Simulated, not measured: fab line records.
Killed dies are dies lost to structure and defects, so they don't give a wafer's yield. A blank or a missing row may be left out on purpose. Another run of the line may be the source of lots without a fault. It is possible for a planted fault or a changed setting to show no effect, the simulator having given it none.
Lot-split experiment + flow n5_finfet + 21 wafers read across 7 lots, on a route 1938 steps long

== ABOUT THE SPLIT ==
At N5_MOL_CONTACT_COAG_EXPOSE_37 (exposes mask VD, defocus 0 nm), the setting dose_mj was moved away from the recipe's 62 on 9 of the 21 wafers read, by -7.3% to +3.7%. The other wafers ran this setting at the recipe's value.

== FROM THE SPLIT TO THE READING: what the file shows between them, 8 steps ==
- N5_MOL_CONTACT_COAG_PEB_38: peb time 60 s
- N5_MOL_CONTACT_COAG_DEVELOP_39: develop time 30 s
- N5_MOL_CONTACT_COAG_CD_MEAS_40: target cd 25.1 nm
- N5_MOL_CONTACT_COAG_ALD_133: deposits SiO2, target thk 5 nm, pulse time 1 s, co reactant pulse time 1 s (also split here: ald_cycles)
- N5_MOL_CONTACT_COAG_ETCHBACK_134: etches SiO2 in CHF3, target depth 10 nm, time 6.7 s
- N5_MOL_CONTACT_COAG_ETCH_67: etches SOC in N2/H2, target depth 60 nm, overetch 21 nm, time 101.2 s
- N5_MOL_CONTACT_COAG_PRECLEAN_138: cleans in alkaline clean, time 60 s
- N5_MOL_CONTACT_COAG_SRD_139: time 30 s

== THE READING ==
At N5_MOL_CONTACT_COAG_CD_MEAS_101: cd_nm in nanometres, against a target cd of 16 nm. Fault-free wafers of this fab line usually give 16.01 nm, standard deviation 0.27 nm.

| wafer  | tool, chamber at the split | dose_mj as run | against the recipe | cd_nm, nm | against lot-mates on the recipe |
|--------|----------------------------|----------------|--------------------|-----------|---------------------------------|
| L079.3 | euv_scanner-02, 0          | 62             | recipe             | 16.38     | -                               |
| L079.4 | euv_scanner-02, 0          | 62             | recipe             | 15.67     | -                               |
| L079.6 | euv_scanner-02, 0          | 59.69          | -3.7%              | 15.11     | -0.91                           |
| L085.1 | euv_scanner-01, 0          | 62             | recipe             | 15.68     | -                               |
| L085.4 | euv_scanner-01, 0          | 62             | recipe             | 16.20     | -                               |
| L085.5 | euv_scanner-01, 0          | 64.29          | +3.7%              | 16.66     | +0.72                           |
| L087.2 | euv_scanner-02, 0          | 62             | recipe             | 15.90     | -                               |
| L087.3 | euv_scanner-02, 0          | 62             | recipe             | 15.66     | -                               |
| L087.5 | euv_scanner-02, 0          | 62             | recipe             | 15.63     | -                               |
| L089.3 | euv_scanner-02, 0          | 62             | recipe             | 16.17     | -                               |
| L089.5 | euv_scanner-02, 0          | 57.54          | -7.2%              | 15.05     | -1.12                           |
| L089.6 | euv_scanner-02, 0          | 57.54          | -7.2%              | 14.44     | -1.73                           |
| L090.2 | euv_scanner-02, 0          | 62             | recipe             | 16.34     | -                               |
| L090.5 | euv_scanner-02, 0          | 62             | recipe             | 16.43     | -                               |
| L090.6 | euv_scanner-02, 0          | 58.01          | -6.4%              | 14.66     | -1.72                           |
| L094.1 | euv_scanner-02, 0          | 62             | recipe             | 15.69     | -                               |
| L094.4 | euv_scanner-02, 0          | 57.49          | -7.3%              | 14.56     | -1.13                           |
| L094.6 | euv_scanner-02, 0          | 57.49          | -7.3%              | 14.38     | -1.31                           |
| L097.2 | euv_scanner-01, 0          | 59.92          | -3.4%              | 14.90     | -1.25                           |
| L097.3 | euv_scanner-01, 0          | 62             | recipe             | 16.15     | -                               |
| L097.6 | euv_scanner-01, 0          | 59.92          | -3.4%              | 15.24     | -0.91                           |

FIT RESULTS
A straight line over all 21 wafers: cd_nm changes by +0.197 nm for each +1% of dose_mj; r = +0.92; the points scatter about the line by 0.29 nm.
The same after taking each lot's own level away (the mean of its wafers on the recipe; 21 wafers): +0.203 nm for each +1%; r = +0.93; scatter 0.26 nm.
According to that fit, moving dose_mj by its largest amount changes the reading by 1.5 nm.
Measured against the standard deviation above, the lots' own levels, which go from 15.690 to 16.385 nm, span 2.6 times it.
Hence the lot-to-lot level has little effect on the slope; both slopes agree.
Check: -1.6 nm against its lot-mates is what the line predicts for one of the wafers moved furthest among these (-7.3%) when that wafer is left out of the fit. It came out at -1.13 nm against them.

== FURTHER SPLITS ON THESE WAFERS ==
Before the reading, these wafers also passed through other splits. Each is held against what the fit with the lots' levels taken away leaves over:
| other split on the same wafers            | wafers away from the commonest value | r with cd_nm (lot level and that fit taken away) |
|-------------------------------------------|--------------------------------------|--------------------------------------------------|
| N5_MOL_CONTACT_COAG_COAT_103 spin_rpm     | 5                                    | -0.18                                            |
| N5_MOL_CONTACT_COAG_CMP_23 down_force_psi | 3                                    | +0.30                                            |
| N5_MOL_CONTACT_COAG_ALD_133 ald_cycles    | 9                                    | +0.14                                            |

== THE WHOLE CHAIN: every reading that the file lists as answering this split, in the file's order ==
| step                            | what it does      | reading | change (the file's fit)               | r (the file's) |
|---------------------------------|-------------------|---------|---------------------------------------|----------------|
| N5_MOL_CONTACT_COAG_CD_MEAS_40  | target cd 25.1 nm | cd_nm   | +0.229 nm for each +1% of the setting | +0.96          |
| N5_MOL_CONTACT_COAG_CD_MEAS_101 | target cd 16 nm   | cd_nm   | +0.216 nm for each +1% of the setting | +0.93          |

== THE FILE'S OWN FIT ==
cd_nm changes by +0.216 nm for each +1% of dose_mj, r = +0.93.
